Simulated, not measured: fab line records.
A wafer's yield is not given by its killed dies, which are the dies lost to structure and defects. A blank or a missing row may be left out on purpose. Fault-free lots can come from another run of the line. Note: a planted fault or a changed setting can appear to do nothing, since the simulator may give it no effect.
fab line records	flow n5-finfet
record lots=10	wafers=28	last-day=17
route steps=1938 shown BEOL_M4@1111 MIM_BOT_LITHO@1864 PASS1_CAP@1874 TV_LITHO@1885 PASSIVATION@1908
lots untouched by any fault: they come from a run of this same line in which no faults occurred
start-h: start of the lot's first displayed wafer, in hours after the record's first day	wait-h: hours elapsed since this lot's preceding step	" as in the row above	L1.1+2: several wafers, shown together as one row	- no value, or no start was given	* or withheld: withheld	< > ~ a bound
route shown NAME@n: names a module that has steps shown in the file, with the first one's number in the route	usual: average and standard deviation across the fault-free wafers	same: alike in all rows	chamber/n: place in a boat	sites: readings site by site	_std_site: standard deviation across them	_edge_site: inner sites' mean taken away from outer sites' mean	radius-mm: for every site, how far away it sits from the centre of the wafer	mask NAME#n: copy n	behind: the most recent tool/chamber to have shaped the wafer	hold: cause of the lot's hold/its duration in hours/its outcome	device: the transistor (n, p or np) that didn't switch	end of line: the tests these same wafers got at the end of their route	step lacking rows: just its recipe	killed: not the wafer's yield, but the dies lost to structure and defects at the first sort	map: shows each die of a wafer: x if killed, . if not, _ if none is there
set.NAME: the setting that was run; set.NAME@STEP: the one run at that earlier step	model.NAME: the simulator's own value behind a step, which no gauge read
steps of the route over a sample of lots; a table a step, a row a wafer
services: a tool's chamber out of use, with start hour (start-h, from the record's first day; less than 0 if before it), hours out, and reason
## steps
# step N5_BEOL_M4_RC_MEAS_101
# usual DIBL_N=36.2/2	DIBL_P=36.1/2.4	IOFF_N=0.16/0.035	IOFF_P=0.22/0.041	ION_N=675/14	ION_P=465/8.6	SS_N=71.5/0.64	SS_P=73.2/0.76	VT_N=250/3.9	VT_P=-249/3.4
lot.wafer	tool	chamber	start-h	wait-h	DIBL_N[mV/V]	DIBL_P[mV/V]	IOFF_N[nA/um]	IOFF_P[nA/um]	ION_N[uA/um]	ION_P[uA/um]	SS_N[mV/dec]	SS_P[mV/dec]	VT_N[mV]	VT_P[mV]
L760.1	prober-01	0	177.80	0.0	36.6	36.9	0.16	0.21	677	460	71.8	72.8	248	-249
L760.4	"	0	"	"	35.3	34.8	0.14	0.18	687	471	70.9	72.4	249	-251
L760.6	"	0	"	"	35.0	34.3	0.13	0.19	670	463	71.4	72.1	249	-249
L761.1	prober-02	0	196.07	0.0	36.6	35.9	0.18	0.23	688	476	71.7	73.7	245	-248
L761.4	"	0	"	"	35.0	33.7	0.14	0.18	659	447	71.1	72.8	251	-252
L761.5	"	0	"	"	37.3	37.3	0.20	0.25	688	469	71.7	74.3	241	-246
L762.1	prober-02	0	199.14	0.0	32.9	33.1	0.10	0.15	650	449	71.1	71.9	256	-252
L762.2	"	0	"	"	34.0	35.1	0.12	0.18	658	463	71.1	72.5	254	-250
L762.3	"	0	"	"	33.6	35.0	0.10	0.17	643	454	70.4	73.3	257	-252
L764.2	prober-01	0	206.14	0.2	34.8	34.5	0.13	0.20	665	456	71.7	72.6	248	-251
L764.4	"	0	"	"	35.7	36.2	0.16	0.22	680	470	71.5	73.6	248	-246
L764.5	"	0	"	"	35.7	36.0	0.16	0.23	675	476	71.6	72.8	249	-249
L769.3	prober-01	0	245.55	0.3	38.2	39.7	0.21	0.33	696	486	71.9	73.6	245	-240
L769.4	"	0	"	"	35.1	34.7	0.14	0.23	664	467	71.1	73.7	249	-247
L769.5	"	0	"	"	32.3	31.9	0.10	0.18	664	468	70.6	70.9	255	-249
L770.3	prober-02	0	256.79	0.3	34.5	37.1	0.17	0.26	700	483	71.5	73.2	245	-246
L770.4	"	0	"	"	37.8	40.2	0.21	0.30	692	479	72.4	73.9	248	-243
L770.6	"	0	"	"	36.8	39.5	0.19	0.29	701	482	71.1	73.4	248	-244
L772.1	prober-01	0	262.25	0.0	38.9	38.2	0.21	0.26	693	479	72.0	73.1	242	-246
L772.4	"	0	"	"	39.1	38.8	0.21	0.28	697	473	71.6	74.4	247	-244
L779.3	prober-02	0	296.24	0.3	39.0	38.9	0.17	0.20	664	453	72.7	74.4	254	-252
L779.6	"	0	"	"	39.5	40.1	0.18	0.21	679	456	72.6	73.8	256	-253
L778.1	prober-02	0	297.34	0.0	38.8	35.0	0.19	0.21	685	461	71.5	73.3	249	-251
L778.4	"	0	"	"	36.6	34.5	0.15	0.21	670	461	71.7	73.6	250	-249
L778.5	"	0	"	"	33.3	30.0	0.10	0.16	654	456	70.7	71.6	254	-252
L780.2	prober-01	0	298.72	0.2	36.4	34.9	0.14	0.19	669	456	71.8	72.9	253	-251
L780.3	"	0	"	"	37.7	37.5	0.19	0.22	682	464	71.5	74.7	247	-251
L780.5	"	0	"	"	38.0	37.4	0.18	0.24	678	461	72.2	74.3	250	-246
# step N5_MIM_BOT_LITHO_INSPECT_12
# recipe mode=adi	inspect-instrument=macro
# usual raw-defect-count=2.1/1.3
lot.wafer	tool	chamber	start-h	wait-h	raw-defect-count
L760.1	defect-inspect-02	-	280.01	0.0	2
L760.4	"	-	"	"	1
L760.6	"	-	"	"	5
L761.1	defect-inspect-02	-	288.57	0.0	3
L761.4	"	-	"	"	3
L761.5	"	-	"	"	3
L762.1	defect-inspect-01	-	298.26	0.0	0
L762.2	"	-	"	"	2
L762.3	"	-	"	"	0
L764.2	defect-inspect-01	-	303.31	0.0	2
L764.4	"	-	"	"	1
L764.5	"	-	"	"	0
L769.3	defect-inspect-02	-	341.80	0.0	2
L769.4	"	-	"	"	0
L769.5	"	-	"	"	1
L770.3	defect-inspect-01	-	342.09	0.0	3
L770.4	"	-	"	"	1
L770.6	"	-	"	"	3
L772.1	defect-inspect-01	-	370.47	0.0	1
L772.4	"	-	"	"	1
L779.3	defect-inspect-01	-	390.79	0.0	1
L779.6	"	-	"	"	2
L780.2	defect-inspect-01	-	393.20	0.0	2
L780.3	"	-	"	"	2
L780.5	"	-	"	"	2
L778.1	defect-inspect-02	-	400.06	0.0	4
L778.4	"	-	"	"	5
L778.5	"	-	"	"	1
# step N5_PASSIVATION_PECVD_01
# recipe material=SiNx	target-thk-a=2000	temp-c=400	precursor=SiH4/NH3/N2	pressure-torr=4.9	rf-w=1406	time-s=43.2
# usual heater-power-w=374/87	showerhead-plenum-p-Torr=8.63/0.095	susceptor-temp-C=400.02/0.2	throttle-valve-pct=29.4/1.7
lot.wafer	tool	chamber	start-h	wait-h	heater-power-w	showerhead-plenum-p-Torr	susceptor-temp-C	throttle-valve-pct
L760.1	pecvd-01	2	280.97	0.0	532	8.59	400.32	27.4
L760.4	"	1	"	"	377	8.59	400.13	29.6
L760.6	"	2	"	"	557	8.61	400.05	27.3
L761.1	pecvd-04	2	289.55	0.0	276	8.57	400.29	28.8
L761.4	"	1	"	"	417	8.87	400.36	29.0
L761.5	"	0	"	"	346	8.59	400.01	33.0
L762.1	pecvd-04	1	299.21	0.0	328	8.81	399.92	29.0
L762.2	"	2	"	"	200	8.58	400.26	28.7
L762.3	"	0	"	"	368	8.61	400.08	33.2
L764.2	pecvd-04	2	304.47	0.0	243	8.57	400.14	28.5
L764.4	"	2	"	"	255	8.57	399.83	28.5
L764.5	"	1	"	"	312	8.83	400.05	28.7
L769.3	pecvd-04	1	342.79	0.0	449	8.84	400.44	28.9
L769.4	"	0	"	"	308	8.59	399.38	32.8
L769.5	"	1	"	"	459	8.83	399.83	28.9
L770.3	pecvd-02	0	343.04	0.0	307	8.69	400.08	31.2
L770.4	"	2	"	"	362	8.48	400.08	27.8
L770.6	"	1	"	"	312	8.68	399.79	28.8
L772.1	pecvd-04	1	371.43	0.0	378	8.82	400.42	28.5
L772.4	"	1	"	"	391	8.84	400.22	28.8
L779.3	pecvd-04	2	392.16	0.0	304	8.61	400.15	29.0
L779.6	"	1	"	"	433	8.84	400.23	28.7
L780.2	pecvd-01	1	394.24	0.0	410	8.55	400.50	29.5
L780.3	"	2	"	"	547	8.59	399.98	27.8
L780.5	"	2	"	"	556	8.61	400.20	27.5
L778.1	pecvd-04	2	402.18	0.0	317	8.62	399.85	29.2
L778.4	"	2	"	"	323	8.59	399.92	28.8
L778.5	"	1	"	"	421	8.83	400.19	28.9
# step N5_PASSIVATION_INSPECT_61
# recipe mode=adi	inspect-instrument=macro
# usual raw-defect-count=1.9/1.4
lot.wafer	tool	chamber	start-h	wait-h	raw-defect-count
L760.1	defect-inspect-01	-	285.33	0.0	1
L760.4	"	-	"	"	1
L760.6	"	-	"	"	2
L761.1	defect-inspect-01	-	290.40	0.0	1
L761.4	"	-	"	"	2
L761.5	"	-	"	"	5
L762.1	defect-inspect-01	-	299.63	0.0	2
L762.2	"	-	"	"	0
L762.3	"	-	"	"	2
L764.2	defect-inspect-01	-	307.08	0.0	1
L764.4	"	-	"	"	3
L764.5	"	-	"	"	2
L769.3	defect-inspect-01	-	345.46	0.0	2
L769.4	"	-	"	"	2
L769.5	"	-	"	"	0
L770.3	defect-inspect-02	-	346.89	0.0	2
L770.4	"	-	"	"	0
L770.6	"	-	"	"	5
L772.1	defect-inspect-02	-	375.31	0.0	2
L779.6	defect-inspect-02	-	392.58	0.0	0
L780.2	defect-inspect-01	-	396.06	0.0	3
L780.3	"	-	"	"	3
L780.5	"	-	"	"	2
L778.1	defect-inspect-02	-	402.61	0.0	2
L778.5	"	-	"	"	1
# step N5_PASSIVATION_DESCUM_32
# recipe chemistry=O2	time-s=7.9	source-power-w=50	bias-power-w=20	pressure-mtorr=20	rf-frequency-hz=2.712e+07	temp-c=40	o2-flow-sccm=225
# usual drypump-motor-current-A=5.6/0.38	oes-product-au=0.81/0.082	rf-vpp-V=242.5/1.3	showerhead-plenum-p-Torr=2.05/0.065	throttle-valve-pct=20.26/0.21
# same time-s=7.9
lot.wafer	tool	chamber	start-h	wait-h	drypump-motor-current-A	oes-product-au	rf-hours-counter-h	rf-vpp-V	showerhead-plenum-p-Torr	throttle-valve-pct
L760.1	rie-diel-01	1	287.70	0.1	5.8	0.80	96	243.1	2.09	19.88
L760.4	"	3	"	"	5.3	0.67	220	245.0	2.16	20.53
L760.6	"	1	"	"	5.8	0.80	-	242.4	2.10	19.87
L761.1	rie-diel-03	2	292.39	0.2	5.6	0.85	69	244.0	2.10	19.87
L761.4	"	0	"	"	6.4	0.68	228	241.7	2.05	20.52
L761.5	"	2	"	"	5.6	0.85	-	244.2	2.10	19.86
L762.1	rie-diel-04	3	301.83	0.0	4.9	0.74	201	240.3	1.97	20.36
L762.2	"	2	"	"	5.6	0.78	107	242.6	2.02	20.23
L762.3	"	1	"	"	5.4	0.82	78	243.3	2.03	20.42
L764.2	rie-diel-01	2	309.78	0.1	5.9	0.86	54	243.4	2.04	20.22
L764.4	"	3	"	"	5.4	0.67	230	245.4	2.16	20.55
L764.5	"	1	"	"	5.7	0.79	-	243.0	2.09	19.92
L769.3	rie-diel-03	1	348.23	0.4	5.1	0.80	71	244.5	2.11	20.35
L769.4	"	0	"	"	6.4	0.68	247	243.4	2.05	20.54
L769.5	"	3	"	"	5.4	0.90	-	243.4	2.05	20.55
L770.3	rie-diel-04	0	349.05	0.1	6.1	0.93	21	241.9	2.02	20.09
L770.4	"	3	"	"	4.9	0.71	215	240.0	1.97	20.39
L770.6	"	2	"	"	5.5	0.77	-	242.5	2.02	20.26
L772.1	rie-diel-01	0	378.64	1.1	5.7	0.89	29	245.7	2.22	20.17
L779.6	rie-diel-04	3	394.43	0.1	4.9	0.72	-	242.2	1.96	20.43
L780.2	rie-diel-04	0	398.54	1.0	6.1	0.88	44	240.4	2.02	20.14
L780.3	"	1	"	"	5.4	0.79	116	241.7	2.02	20.47
L780.5	"	1	"	"	5.4	0.79	-	241.8	2.02	20.48
L778.1	rie-diel-04	3	405.66	1.4	4.9	0.71	241	240.5	1.96	20.43
L778.5	"	3	"	"	4.9	0.70	-	240.8	1.96	20.41
# step N5_PASSIVATION_PROBE_49
# usual defect-limited-yield=91.1/1.4	killed_at_M0_to_M3=36/9.9	killed_at_M4_up=13/5.8	killed-at-contacts=14/5.9	killed-at-front-end=39/11	killed-at-other=3.4/2.9	killed-dies=105/17	killed-on-rim=15/3.9	killed-open=70/13	killed-short=34/7.3	sort_bin_4_leakage=0.00/0.0072	sort_bin_5_function=5.3/1	sort_bin_6_memory=3.3/0.62	sort_bin_8_speed=0.01/0.057	sort-n-pass=1075/17
# same gross-dies=1180	killed-at-back-side=0
lot.wafer	tool	chamber	start-h	wait-h	defect-limited-yield[%]	killed_at_M0_to_M3	killed_at_M4_up	killed-at-contacts	killed-at-front-end	killed-at-other	killed-dies	killed-on-rim	killed-open	killed-short	sort_bin_4_leakage[%]	sort_bin_5_function[%]	sort_bin_6_memory[%]	sort_bin_8_speed[%]	sort-n-pass
L760.1	prober-01	-	292.63	0.0	90.4	36	12	16	44	5	113	16	75	36	0	5.9	3.1	0	1067
L760.4	prober-01	-	292.78	0.2	92.4	35	17	10	23	5	90	14	57	33	0	4.3	3.3	0	1090
L760.6	prober-01	-	292.88	0.3	90.3	39	9	16	45	6	115	18	77	37	0	6.2	3.0	0	1065
L761.1	prober-01	-	297.32	0.0	90.3	36	5	17	54	3	115	15	77	38	0	5.3	4.3	0	1065
L761.4	prober-01	-	297.47	0.2	92.7	29	6	14	37	0	86	14	61	25	0	4.7	2.3	0	1094
L761.5	prober-01	-	297.52	0.2	91.8	44	5	6	41	1	97	17	67	30	0	4.7	3.1	0	1083
L764.2	prober-02	-	314.62	0.1	87.2	48	17	23	61	2	151	22	115	33	0	7.9	4.7	0	1029
L764.4	prober-02	-	314.72	0.2	88.6	55	16	13	49	1	134	18	96	36	0	7.7	3.2	0	1046
L764.5	prober-02	-	314.77	0.2	90.2	39	11	9	55	2	116	17	80	36	0	5.6	4.0	0	1064
L770.3	prober-02	-	355.19	0.1	91.5	37	9	12	40	2	100	7	72	27	0	4.7	3.5	0	1080
L770.4	prober-02	-	355.24	0.2	91.5	37	16	7	38	2	100	16	61	38	0	5.0	3.1	0	1080
L770.6	prober-02	-	355.34	0.3	93.5	23	9	5	38	2	77	12	49	28	0	3.8	2.6	0	1103
L772.1	prober-02	-	384.58	0.0	91.9	30	11	11	40	3	95	11	70	25	0	5.3	2.8	0	1085
L772.4	prober-02	-	384.73	0.2	0	35	12	18	31	1084	1180	152	70	30	0	96.2	3.3	0	0
L779.3	prober-01	-	400.55	0.1	0	37	16	21	25	1081	1180	152	66	34	0	96.3	3.5	0	0
L779.6	prober-01	-	400.70	0.3	91.1	45	15	17	26	2	105	11	68	36	0	5.4	3.2	0	1075
L780.2	prober-02	-	404.79	0.1	90.6	36	18	23	26	8	111	12	77	34	0	5.3	3.8	0	1069
L780.3	prober-02	-	404.84	0.1	89.2	34	15	29	43	7	128	18	97	31	0	6.9	3.7	0	1052
L780.5	prober-02	-	404.94	0.2	91.3	38	11	19	31	4	103	14	62	41	0	4.8	3.7	0	1077
L778.1	prober-01	-	411.01	0.0	90.9	30	32	10	29	6	107	15	77	27	0	5.9	2.7	0	1073
L778.4	prober-01	-	411.16	0.2	0	19	25	17	35	1084	1180	152	68	29	0	96.5	3.1	0	0
L778.5	prober-01	-	411.21	0.2	91.4	29	20	15	36	1	101	17	70	30	0	5.7	2.5	0	1079
# killed by level:class
L760.1 BEOL_M3:geometric-particle:open=13 FIN_SAQP:geometric-particle:short=12 MOL_CONTACT_COAG:geometric-particle:open=12 FIN_SAQP:geometric-particle:open=10 STI_FIN_REVEAL:geometric-particle:open=6 BEOL_M1:geometric-particle:open=6 MOL_CONTACT_COAG:geometric-particle:short=4 BEOL_M2:geometric-particle:open=4
L760.4 MOL_CONTACT_COAG:geometric-particle:open=9 FIN_SAQP:geometric-particle:short=7 BEOL_M0:geometric-particle:open=7 BEOL_M2:geometric-particle:open=7 GATE_CUT:geometric-particle:short=5 BEOL_M1:geometric-particle:short=5 BEOL_M1:geometric-particle:open=5 FIN_SAQP:geometric-particle:open=4
L760.6 MOL_CONTACT_COAG:geometric-particle:open=11 BEOL_M0_SAQP:geometric-particle:open=11 STI_FIN_REVEAL:geometric-particle:open=10 BEOL_M0_SAQP:geometric-particle:short=8 FIN_SAQP:geometric-particle:open=7 BEOL_M3:geometric-particle:open=7 BEOL_M1:geometric-particle:short=6 DUMMY_GATE:geometric-particle:open=5
L761.1 STI_FIN_REVEAL:geometric-particle:open=21 MOL_CONTACT_COAG:geometric-particle:open=15 BEOL_M3:geometric-particle:open=8 FIN_SAQP:geometric-particle:open=7 BEOL_M1:geometric-particle:open=7 FIN_SAQP:geometric-particle:short=6 BEOL_M3:geometric-particle:short=5 DUMMY_GATE:geometric-particle:open=4
L761.4 MOL_CONTACT_COAG:geometric-particle:open=12 BEOL_M3:geometric-particle:open=11 FIN_SAQP:geometric-particle:open=9 FIN_SAQP:geometric-particle:short=7 STI_FIN_REVEAL:geometric-particle:open=6 BEOL_M0_SAQP:geometric-particle:open=5 BEOL_M0_SAQP:geometric-particle:short=5 FIN_CUT:geometric-particle:short=3
L761.5 BEOL_M1:geometric-particle:open=10 BEOL_M3:geometric-particle:open=9 FIN_SAQP:geometric-particle:open=8 BEOL_M2:geometric-particle:open=7 BEOL_M0_SAQP:geometric-particle:short=7 BEOL_M0_SAQP:geometric-particle:open=7 FIN_SAQP:geometric-particle:short=5 STI_FIN_REVEAL:geometric-particle:open=5
L764.2 FIN_SAQP:geometric-particle:open=26 MOL_CONTACT_COAG:geometric-particle:open=20 BEOL_M1:geometric-particle:open=18 FIN_SAQP:geometric-particle:short=11 STI_FIN_REVEAL:geometric-particle:open=10 BEOL_M4:geometric-particle:open=9 BEOL_M3:geometric-particle:open=8 BEOL_M0_SAQP:geometric-particle:open=5
L764.4 FIN_SAQP:geometric-particle:open=18 MOL_CONTACT_COAG:geometric-particle:open=12 BEOL_M0:geometric-particle:open=10 STI_FIN_REVEAL:geometric-particle:open=9 BEOL_M0_SAQP:geometric-particle:open=9 BEOL_M0_SAQP:geometric-particle:short=8 BEOL_M2:geometric-particle:open=7 BEOL_M1:geometric-particle:open=7
L764.5 FIN_SAQP:geometric-particle:open=21 BEOL_M1:geometric-particle:open=11 FIN_SAQP:geometric-particle:short=9 MOL_CONTACT_COAG:geometric-particle:open=8 BEOL_M0_SAQP:geometric-particle:open=8 GATE_CUT:geometric-particle:open=7 BEOL_M0_SAQP:geometric-particle:short=7 BEOL_M3:geometric-particle:open=5
L770.3 STI_FIN_REVEAL:geometric-particle:open=19 BEOL_M0_SAQP:geometric-particle:open=14 MOL_CONTACT_COAG:geometric-particle:open=10 FIN_SAQP:geometric-particle:open=8 BEOL_M0_SAQP:geometric-particle:short=7 BEOL_M2:geometric-particle:open=6 GATE_CUT:geometric-particle:short=5 FIN_SAQP:geometric-particle:short=3
L770.4 BEOL_M0_SAQP:geometric-particle:open=17 BEOL_M4:geometric-particle:open=11 BEOL_M0_SAQP:geometric-particle:short=10 FIN_SAQP:geometric-particle:short=8 BEOL_M3:geometric-particle:short=7 FIN_SAQP:geometric-particle:open=6 STI_FIN_REVEAL:geometric-particle:open=6 GATE_CUT:geometric-particle:short=5
L770.6 STI_FIN_REVEAL:geometric-particle:open=12 BEOL_M0_SAQP:geometric-particle:open=11 FIN_SAQP:geometric-particle:short=9 BEOL_M0_SAQP:geometric-particle:short=7 MOL_CONTACT_COAG:geometric-particle:open=5 FIN_SAQP:geometric-particle:open=4 GATE_CUT:geometric-particle:short=4 STI_FIN_REVEAL:geometric-particle:short=3
L772.1 MOL_CONTACT_COAG:geometric-particle:open=10 FIN_SAQP:geometric-particle:open=9 DUMMY_GATE:geometric-particle:open=9 BEOL_M2:geometric-particle:open=9 BEOL_M0_SAQP:geometric-particle:short=7 STI_FIN_REVEAL:geometric-particle:open=7 BEOL_M0_SAQP:geometric-particle:open=7 FIN_SAQP:geometric-particle:short=5
L772.4 PASS1_CAP:area-pecvd=1080 MOL_CONTACT_COAG:geometric-particle:open=16 DUMMY_GATE:geometric-particle:open=13 BEOL_M0_SAQP:geometric-particle:short=8 BEOL_M3:geometric-particle:open=7 BEOL_M0_SAQP:geometric-particle:open=6 STI_FIN_REVEAL:geometric-particle:open=5 BEOL_M2:geometric-particle:open=5
L779.3 PASS1_CAP:area-pecvd=1079 MOL_CONTACT_COAG:geometric-particle:open=14 BEOL_M0_SAQP:geometric-particle:short=13 STI_FIN_REVEAL:geometric-particle:open=7 MOL_CONTACT_COAG:geometric-particle:short=7 BEOL_M2:geometric-particle:open=7 BEOL_M4:geometric-particle:open=7 FIN_SAQP:geometric-particle:open=5
L779.6 MOL_CONTACT_COAG:geometric-particle:open=15 BEOL_M0_SAQP:geometric-particle:short=12 BEOL_M1:geometric-particle:open=10 BEOL_M0_SAQP:geometric-particle:open=7 FIN_SAQP:geometric-particle:short=6 FIN_SAQP:geometric-particle:open=5 BEOL_M3:geometric-particle:open=5 BEOL_M4:geometric-particle:open=4
L780.2 MOL_CONTACT_COAG:geometric-particle:open=21 BEOL_M0_SAQP:geometric-particle:short=11 BEOL_M0_SAQP:geometric-particle:open=10 FIN_SAQP:geometric-particle:open=9 BEOL_M5:geometric-particle:open=7 STI_FIN_REVEAL:geometric-particle:open=6 BEOL_M1:geometric-particle:open=5 FIN_SAQP:geometric-particle:short=4
L780.3 MOL_CONTACT_COAG:geometric-particle:open=27 STI_FIN_REVEAL:geometric-particle:open=11 BEOL_M0_SAQP:geometric-particle:open=9 FIN_SAQP:geometric-particle:open=7 BEOL_M4:geometric-particle:open=7 BEOL_M0_SAQP:geometric-particle:short=6 BEOL_M2:geometric-particle:open=6 FIN_SAQP:geometric-particle:short=5
L780.5 MOL_CONTACT_COAG:geometric-particle:open=15 BEOL_M0_SAQP:geometric-particle:short=15 FIN_SAQP:geometric-particle:short=7 STI_FIN_REVEAL:geometric-particle:open=7 BEOL_M0_SAQP:geometric-particle:open=7 BEOL_M3:geometric-particle:open=6 FIN_SAQP:geometric-particle:open=4 MOL_CONTACT_COAG:geometric-particle:short=4
L778.1 BEOL_M4:geometric-particle:open=22 MOL_CONTACT_COAG:geometric-particle:open=10 BEOL_M2:geometric-particle:open=9 BEOL_M0_SAQP:geometric-particle:open=7 STI_FIN_REVEAL:geometric-particle:open=6 BEOL_M4:geometric-particle:short=6 DUMMY_GATE:geometric-particle:open=5 BEOL_M3:geometric-particle:open=5
L778.4 PASS1_CAP:area-pecvd=1083 BEOL_M4:geometric-particle:open=18 MOL_CONTACT_COAG:geometric-particle:open=13 FIN_SAQP:geometric-particle:short=8 DUMMY_GATE:geometric-particle:open=7 STI_FIN_REVEAL:geometric-particle:open=5 BEOL_M2:geometric-particle:open=5 BEOL_M3:geometric-particle:open=5
L778.5 MOL_CONTACT_COAG:geometric-particle:open=15 BEOL_M4:geometric-particle:open=14 STI_FIN_REVEAL:geometric-particle:open=11 BEOL_M3:geometric-particle:open=10 FIN_SAQP:geometric-particle:short=6 BEOL_M3:geometric-particle:short=6 DUMMY_GATE:geometric-particle:open=5 STARTING-WAFER:geometric-particle:short=5
## services
tool	chamber	start-h	hours	kind
rie-diel-01	0	293.81	-	clean
rie-diel-01	0	293.81	-	consumable-replace:focus-ring
rie-diel-01	0	293.81	-	consumable-replace:showerhead
rie-diel-01	0	293.81	15.5	scheduled-down
rie-diel-01	0	293.81	15.5	vent-cycle
pecvd-04	-	303.32	1.0	repair
pecvd-04	-	319.57	2.8	pm
pecvd-01	1	339.57	4.3	repair
pecvd-01	-	349.86	0.8	pm
pecvd-02	1	351.65	2.1	scheduled-down
rie-diel-03	0	357.48	-	clean
rie-diel-03	0	357.48	-	consumable-replace:focus-ring
rie-diel-03	0	357.48	17.5	scheduled-down
rie-diel-03	0	357.48	17.5	vent-cycle
rie-diel-01	3	359.84	-	clean
rie-diel-01	3	359.84	-	consumable-replace:focus-ring
rie-diel-01	3	359.84	24.6	scheduled-down
rie-diel-01	3	359.84	24.6	vent-cycle
rie-diel-03	1	362.98	15.7	repair
pecvd-04	-	373.74	0.6	repair
rie-diel-03	-	375.35	15.6	pm
rie-diel-01	-	394.24	10.0	pm
pecvd-02	-	399.50	2.8	pm
rie-diel-01	-	404.24	2.8	pm
## key
first-sign step=N5_PASSIVATION_PROBE_49	reading=killed-at-other	direction=up	sigmas=99+	usual=3.4	struck=1083
effect step=N5_PASSIVATION_PROBE_49	reading=sort_bin_5_function	direction=up	sigmas=89	usual=5.3	struck=96.3
more-kills-born-at N5_PASSIVATION_PECVD_01@pecvd-04=3242
met-at N5_PASSIVATION_PECVD_01
struck-lots L772,L778,L779
struck-wafers L772.4,L778.4,L779.3
later-rows-left-out L772.4,L778.4,L779.3
not-acting-at N5_MIM_BOT_LITHO_INSPECT_12,N5_PASSIVATION_INSPECT_61,N5_PASSIVATION_DESCUM_32
onset-between 342.79 371.43
fault kind=process-parameter-drift	tool=pecvd-04	chamber=-	onset-h=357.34	steps=N5_PASSIVATION_PECVD_01	channel=time-s	offset=*	shape=step	end-h=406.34	scope=struck-wafers-only	acts-in=*	stated=*
# later-rows-left-out: the simulator's readings of these wafers behind a module that went badly wrong aren't trusted and aren't shown, but for the sort
